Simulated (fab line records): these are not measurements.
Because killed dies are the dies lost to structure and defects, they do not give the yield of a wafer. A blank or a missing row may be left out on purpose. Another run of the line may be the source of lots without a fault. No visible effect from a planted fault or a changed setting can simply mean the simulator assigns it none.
Split-lot experiment :: flow n5 finfet :: 21 wafers read from 7 lots, route of 1938 steps

== THE SPLIT ITSELF ==
At N5_HKMG_FIN_EXPOSE_46 (exposes mask NDIPOLE), the setting dose mj was moved away from the recipe's 40 on 11 of the 21 wafers read, by -6.7% to +7.5%. This setting was run at the recipe's value on the other wafers.

== FROM THE SPLIT TO THE READING: what the file shows between them, 2 steps ==
- N5_HKMG_FIN_PEB_47: peb time 60 s
- N5_HKMG_FIN_DEVELOP_48: develop time 30 s

== THE READING ==
cd nm, in nm, at N5_HKMG_FIN_CD_MEAS_49 (target cd 202 nm). Fault-free wafers of this fab line usually give 202.4 nm, standard deviation 0.5 nm.

wafer: L076.2
tool, chamber at the split: arfi scanner-02, 0
dose mj as run: 40
against the recipe: recipe
cd nm, nm: 203.2
against lot-mates on the recipe: -

wafer: L076.3
tool, chamber at the split: arfi scanner-02, 0
dose mj as run: 40
against the recipe: recipe
cd nm, nm: 203.5
against lot-mates on the recipe: -

wafer: L076.4
tool, chamber at the split: arfi scanner-02, 0
dose mj as run: 41.27
against the recipe: +3.2%
cd nm, nm: 204.9
against lot-mates on the recipe: +1.6

wafer: L078.1
tool, chamber at the split: arfi scanner-03, 0
dose mj as run: 40
against the recipe: recipe
cd nm, nm: 203.1
against lot-mates on the recipe: -

wafer: L078.4
tool, chamber at the split: arfi scanner-03, 0
dose mj as run: 42.99
against the recipe: +7.5%
cd nm, nm: 206.5
against lot-mates on the recipe: +3.4

wafer: L078.6
tool, chamber at the split: arfi scanner-03, 0
dose mj as run: 42.99
against the recipe: +7.5%
cd nm, nm: 207.6
against lot-mates on the recipe: +4.5

wafer: L079.1
tool, chamber at the split: arfi scanner-02, 0
dose mj as run: 40.89
against the recipe: +2.2%
cd nm, nm: 204.4
against lot-mates on the recipe: +1.6

wafer: L079.2
tool, chamber at the split: arfi scanner-02, 0
dose mj as run: 40
against the recipe: recipe
cd nm, nm: 202.8
against lot-mates on the recipe: -

wafer: L079.4
tool, chamber at the split: arfi scanner-02, 0
dose mj as run: 40.89
against the recipe: +2.2%
cd nm, nm: 204.7
against lot-mates on the recipe: +1.9

wafer: L084.1
tool, chamber at the split: arfi scanner-03, 0
dose mj as run: 40.89
against the recipe: +2.2%
cd nm, nm: 203.2
against lot-mates on the recipe: +1.4

wafer: L084.3
tool, chamber at the split: arfi scanner-03, 0
dose mj as run: 40
against the recipe: recipe
cd nm, nm: 201.8
against lot-mates on the recipe: -

wafer: L084.6
tool, chamber at the split: arfi scanner-03, 0
dose mj as run: 40.89
against the recipe: +2.2%
cd nm, nm: 204.0
against lot-mates on the recipe: +2.2

wafer: L087.1
tool, chamber at the split: arfi scanner-03, 0
dose mj as run: 37.32
against the recipe: -6.7%
cd nm, nm: 197.7
against lot-mates on the recipe: -3.8

wafer: L087.4
tool, chamber at the split: arfi scanner-03, 0
dose mj as run: 37.32
against the recipe: -6.7%
cd nm, nm: 197.9
against lot-mates on the recipe: -3.6

wafer: L087.5
tool, chamber at the split: arfi scanner-03, 0
dose mj as run: 40
against the recipe: recipe
cd nm, nm: 201.5
against lot-mates on the recipe: -

wafer: L088.1
tool, chamber at the split: arfi scanner-02, 0
dose mj as run: 40
against the recipe: recipe
cd nm, nm: 201.8
against lot-mates on the recipe: -

wafer: L088.5
tool, chamber at the split: arfi scanner-02, 0
dose mj as run: 40
against the recipe: recipe
cd nm, nm: 202.4
against lot-mates on the recipe: -

wafer: L088.6
tool, chamber at the split: arfi scanner-02, 0
dose mj as run: 40
against the recipe: recipe
cd nm, nm: 202.0
against lot-mates on the recipe: -

wafer: L090.3
tool, chamber at the split: arfi scanner-01, 0
dose mj as run: 42.87
against the recipe: +7.2%
cd nm, nm: 206.7
against lot-mates on the recipe: +4.7

wafer: L090.5
tool, chamber at the split: arfi scanner-01, 0
dose mj as run: 42.87
against the recipe: +7.2%
cd nm, nm: 206.1
against lot-mates on the recipe: +4.1

wafer: L090.6
tool, chamber at the split: arfi scanner-01, 0
dose mj as run: 40
against the recipe: recipe
cd nm, nm: 202.0
against lot-mates on the recipe: -

THE FIT
A straight line over all 21 wafers: cd nm changes by +0.634 nm for each +1% of dose mj; r = +0.97; the points scatter about the line by 0.64 nm.
The same after taking each lot's own level away (the mean of its wafers on the recipe; 21 wafers): +0.567 nm for each +1%; r = +0.99; scatter 0.38 nm.
According to that fit, moving dose mj by its largest amount changes the reading by 4.2 nm.
The span of the lots' own levels, 201.50 to 203.35 nm, comes to 3.7 times the standard deviation stated above.
Hence the slope depends on the lot-to-lot level, as the two fits are not the same.
Check: +4.54 nm against its lot-mates is what the line predicts for one of the wafers moved furthest among these (+7.5%) when that wafer is left out of the fit. Against them it came out at +3.4 nm.

== FILE'S OWN FIT ==
cd nm changes by +0.57 nm for each +1% of dose mj, r = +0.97.
